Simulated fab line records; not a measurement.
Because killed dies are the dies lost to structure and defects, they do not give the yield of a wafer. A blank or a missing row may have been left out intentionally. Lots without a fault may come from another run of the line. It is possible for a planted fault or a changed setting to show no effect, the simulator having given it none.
Chamber matching / flow n5 finfet / N5_STI_FIN_REVEAL_STRIP_24 on rie diel-04 has 4 sister chambers
The step strips in N2/H2, time 90 s. 14 wafers are shown with their chamber, then 7 later ones without.

WAFERS PAIRED WITH THEIR CHAMBERS
wafer=L074.1; chamber=0; showerhead plenum p Torr (Torr)=3.50; drypump motor current A (A)=5.4; throttle valve pct (%)=12.29
wafer=L074.4; chamber=3; showerhead plenum p Torr (Torr)=3.21; drypump motor current A (A)=6.4; throttle valve pct (%)=12.61
wafer=L074.5; chamber=1; showerhead plenum p Torr (Torr)=3.40; drypump motor current A (A)=6.0; throttle valve pct (%)=12.17
wafer=L075.2; chamber=2; showerhead plenum p Torr (Torr)=3.33; drypump motor current A (A)=5.4; throttle valve pct (%)=12.24
wafer=L075.3; chamber=0; showerhead plenum p Torr (Torr)=3.50; drypump motor current A (A)=5.4; throttle valve pct (%)=12.29
wafer=L075.6; chamber=3; showerhead plenum p Torr (Torr)=3.21; drypump motor current A (A)=6.3; throttle valve pct (%)=12.59
wafer=L079.1; chamber=2; showerhead plenum p Torr (Torr)=3.33; drypump motor current A (A)=5.4; throttle valve pct (%)=12.27
wafer=L079.2; chamber=0; showerhead plenum p Torr (Torr)=3.49; drypump motor current A (A)=5.4; throttle valve pct (%)=12.32
wafer=L079.5; chamber=2; showerhead plenum p Torr (Torr)=3.33; drypump motor current A (A)=5.4; throttle valve pct (%)=12.26
wafer=L085.2; chamber=0; showerhead plenum p Torr (Torr)=3.48; drypump motor current A (A)=5.4; throttle valve pct (%)=12.33
wafer=L085.3; chamber=2; showerhead plenum p Torr (Torr)=3.32; drypump motor current A (A)=5.4; throttle valve pct (%)=12.29
wafer=L085.4; chamber=3; showerhead plenum p Torr (Torr)=3.20; drypump motor current A (A)=6.4; throttle valve pct (%)=12.63
wafer=L087.2; chamber=2; showerhead plenum p Torr (Torr)=3.32; drypump motor current A (A)=5.3; throttle valve pct (%)=12.28
wafer=L087.4; chamber=3; showerhead plenum p Torr (Torr)=3.20; drypump motor current A (A)=6.4; throttle valve pct (%)=12.65

SIGNATURES, as means of the wafers listed above
reading=showerhead plenum p Torr; chamber 0=3.4925; chamber 1=3.4000; chamber 2=3.3260; chamber 3=3.2050; scatter within a chamber=0.00704
reading=drypump motor current A; chamber 0=5.400; chamber 1=6.000; chamber 2=5.380; chamber 3=6.375; scatter within a chamber=0.0394
reading=throttle valve pct; chamber 0=12.3075; chamber 1=12.1700; chamber 2=12.2680; chamber 3=12.6200; scatter within a chamber=0.0218
Rule: for each reading, subtract the chamber's mean from the wafer's reading, divide by that reading's scatter and square the result; add these up over the readings and take the root, which gives the wafer's distance from the chamber. The wafer belongs to the nearest chamber; if the next one is less than 2 further off, it can't be placed. The scatter: take each reading less its chamber's mean, square it, sum over the shown wafers, divide by the number of wafers less the number of chambers, and take the root.

WAFERS WITHOUT THEIR CHAMBER
wafer=L087.6; showerhead plenum p Torr (Torr)=3.38; drypump motor current A (A)=6.1; throttle valve pct (%)=12.21
wafer=L090.2; showerhead plenum p Torr (Torr)=3.38; drypump motor current A (A)=6.1; throttle valve pct (%)=12.24
wafer=L090.3; showerhead plenum p Torr (Torr)=3.31; drypump motor current A (A)=5.4; throttle valve pct (%)=12.29
wafer=L090.4; showerhead plenum p Torr (Torr)=3.38; drypump motor current A (A)=6.0; throttle valve pct (%)=12.25
wafer=L097.2; showerhead plenum p Torr (Torr)=3.47; drypump motor current A (A)=5.4; throttle valve pct (%)=12.41
wafer=L097.3; showerhead plenum p Torr (Torr)=3.19; drypump motor current A (A)=6.3; throttle valve pct (%)=12.70
wafer=L097.5; showerhead plenum p Torr (Torr)=3.47; drypump motor current A (A)=5.4; throttle valve pct (%)=12.42

THE CHAMBER EACH PASSED THROUGH
wafer=L087.6; from the rows above=1; in truth=1
wafer=L090.2; from the rows above=1; in truth=1
wafer=L090.3; from the rows above=2; in truth=2
wafer=L090.4; from the rows above=1; in truth=1
wafer=L097.2; from the rows above=0; in truth=0
wafer=L097.3; from the rows above=3; in truth=3
wafer=L097.5; from the rows above=0; in truth=0
Correctly placed: 7 of 7. Can't be placed from these rows: 0. Wrongly placed: 0.
